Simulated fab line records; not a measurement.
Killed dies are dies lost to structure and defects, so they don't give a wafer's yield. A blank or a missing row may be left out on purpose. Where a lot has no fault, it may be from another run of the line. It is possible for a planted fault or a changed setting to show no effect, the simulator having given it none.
A struck lot beside a sound one / flow n5-finfet / 38 out of 1938 route steps
Sound: wafers L372.1, L372.4, L372.5. Struck: wafers L376.4, L376.5. (L376.3 of the same lot was not struck and is left out.) The cause comes at the end.
Order at every step that has rows: each side's tool, ch and its chambers, its first start. Under that, the readings that differ: sound wafers / struck wafers / difference of the means / sigmas: that difference in standard deviations of wafers without a fault.
alike: readings whose means differ by less than 2 such deviations, and words and numbers that are the same on both sides. not compared: withheld readings, readings that some wafer has no value for, bounds like >300 that may hide the same value, and numbers for which the record gives no deviation and whose values overlap.
The two part at a step that has a row with sigmas, a row that says differs or no value, or rows on one side only. Non-overlapping numbers with no deviation appear without sigmas and do not part them. A reading missing from all wafers of one side parts the sides only when that side holds two or more wafers.

first, 8 steps without rows for these wafers: N5_BEOL_M0_ECD_118 (material Cu, target thk 300 nm); N5_BEOL_M0_ANNEAL_119 (time 90 s); N5_BEOL_M0_CMP_120 (polishes, stops on SiOC, t overpolish 6.9 s); N5_BEOL_M0_PRE_CLEAN_131 (time 15 s); N5_BEOL_M0_CO_CAP_123 (material Co, precursor CCTBA/H2, target thk 2 nm, time 102.1 s); N5_BEOL_M0_PRE_CLEAN_124 (time 15 s); N5_BEOL_M0_DEP_125 (deposits SiCN from 3MS/NH3, target thk 8 nm, time 14 s); N5_BEOL_M1_ILD_DEP_00 (deposits SiOC from DEMS/O2, target thk 79 nm, time 15.3 s).
N5_BEOL_M1_PECVD_72: deposits SiO2 from TEOS/O2, target thk 16 nm, time 18 s.
  sound on pecvd-02 ch 1,2, day 8 01:56; struck on pecvd-02 ch 0,1, day 8 23:44
reading=model.SiO2_of_BEOL_M1_PECVD_72.thk-nm (nm); sound=16.2 16.4 16.2; struck=28.4 28.2; difference=+12.0; sigmas=
  alike: chamber-pressure-Torr, heater-power-w, showerhead-plenum-p-Torr, throttle-valve-pct
then, 25 steps without rows for these wafers: N5_BEOL_M1_HM_DEP_02 (deposits TiN, target thk 20 nm); N5_BEOL_M1_COAT_61 (time 60 s, resist thk 60 nm); N5_BEOL_M1_COAT_62 (time 60 s, resist thk 12 nm); N5_BEOL_M1_COAT_73 (time 60 s, resist thk 5 nm); N5_BEOL_M1_COAT_05 (resist thk 30 nm); N5_BEOL_M1_EBR_07; N5_BEOL_M1_SOFTBAKE_06 (time 60 s); N5_BEOL_M1_EXPOSE_08 (exposes mask M1); N5_BEOL_M1_PEB_09 (peb time 60 s); N5_BEOL_M1_DEVELOP_10 (develop time 30 s); N5_BEOL_M1_DESCUM_16 (chemistry O2, time 7 s); N5_BEOL_M1_ETCH_74 (etches underlayer in N2/H2, target depth 6.5 nm, time 5.2 s); N5_BEOL_M1_ETCH_63 (etches SiARC in CF4, target depth 15.6 nm, time 26 s); N5_BEOL_M1_ETCH_64 (etches SOC in N2/H2, target depth 75 nm, overetch 15 nm, time 112.5 s); N5_BEOL_M1_STRIP_65 (strips in N2/H2); N5_BEOL_M1_STRIP_75 (strips in N2/H2); N5_BEOL_M1_STRIP_66 (strips in CF4); N5_BEOL_M1_HM_OPEN_17 (chemistry Cl2/BCl3, target TiN, target depth 20 nm, overetch 6 nm); N5_BEOL_M1_STRIP_19 (strips in O2); N5_BEOL_M1_COAT_67 (time 60 s, resist thk 60 nm); N5_BEOL_M1_COAT_68 (time 60 s, resist thk 12 nm); N5_BEOL_M1_COAT_76 (time 60 s, resist thk 5 nm); N5_BEOL_M1_COAT_22 (resist thk 30 nm); N5_BEOL_M1_EBR_24; N5_BEOL_M1_SOFTBAKE_23 (time 60 s).
N5_BEOL_M1_HM_STRIP_39: strips TiN in peroxide tin strip, target depth 25 nm, time 158 s.
  sound on wet-bench-04 ch 2,5,6, day 8 06:49; struck on wet-bench-03 ch 0,2, day 9 04:29
reading=model.SiO2_of_BEOL_M1_PECVD_72.thk-nm (nm); sound=16 16.2 16; struck=28.2 28; difference=+12.0; sigmas=
N5_BEOL_M1_CMP_52: polishes, stops on SiOC, t overpolish 6.8 s, target thk 40 nm.
  sound on cmp-04 ch 0,2,3, day 8 10:51; struck on cmp-03 ch 1, day 9 09:10
reading=barrier-field-endpoint-s (s); sound=25.7 25.7 24.2; struck=40.0 39.3; difference=+14.4; sigmas=+25
reading=overpolish-run-s (s); sound=6.796 6.809 6.808; struck=1.096 1.866; difference=-5.323; sigmas=-99 or more
  alike: motor-current-A
N5_BEOL_M4_RC_MEAS_101:
  sound on prober-02 ch 0, day 10 06:43; struck on prober-02 ch 0, day 10 17:17
reading=ION_N (uA/um); sound=655 663 666; struck=680 693; difference=+25; sigmas=+3
  alike: DIBL_N, DIBL_P, IOFF_N, IOFF_P, ION_P, SS_N, SS_P, VT_N, VT_P
-- here the record skips 4 days between the struck wafers' starts before and after, leaving off in module BEOL_M4 and picking up in module PASSIVATION (first step shown: number 1936 of the route) --
N5_PASSIVATION_PROBE_49:
  struck on prober-02, day 15 03:34; sound on prober-01, day 14 16:52
reading=defect-limited-yield (%); sound=92.7; struck=91.3 87.7; difference=-3.2; sigmas=-2
reading=killed-at-front-end; sound=29; struck=53 53; difference=+24; sigmas=+2
reading=killed-dies; sound=86; struck=103 145; difference=+38; sigmas=+2
reading=killed-short; sound=36; struck=54 59; difference=+20; sigmas=+2
reading=sort_bin_6_memory (%); sound=2.5; struck=3.1 6.0; difference=+2.0; sigmas=+3
reading=sort-n-pass; sound=1094; struck=1077 1035; difference=-38; sigmas=-2
reading=sort-yield-pct (%); sound=92.7; struck=91.3 87.7; difference=-3.2; sigmas=-2
  alike: killed_at_M0_to_M3, killed_at_M4_up, killed-at-contacts, killed-at-other, killed-on-rim, killed-open, sort_bin_5_function

WHERE THEY PART
At N5_BEOL_M1_CMP_52 first; at N5_PASSIVATION_PROBE_49 last (within this record only).

WHY: what had been put in by the simulator
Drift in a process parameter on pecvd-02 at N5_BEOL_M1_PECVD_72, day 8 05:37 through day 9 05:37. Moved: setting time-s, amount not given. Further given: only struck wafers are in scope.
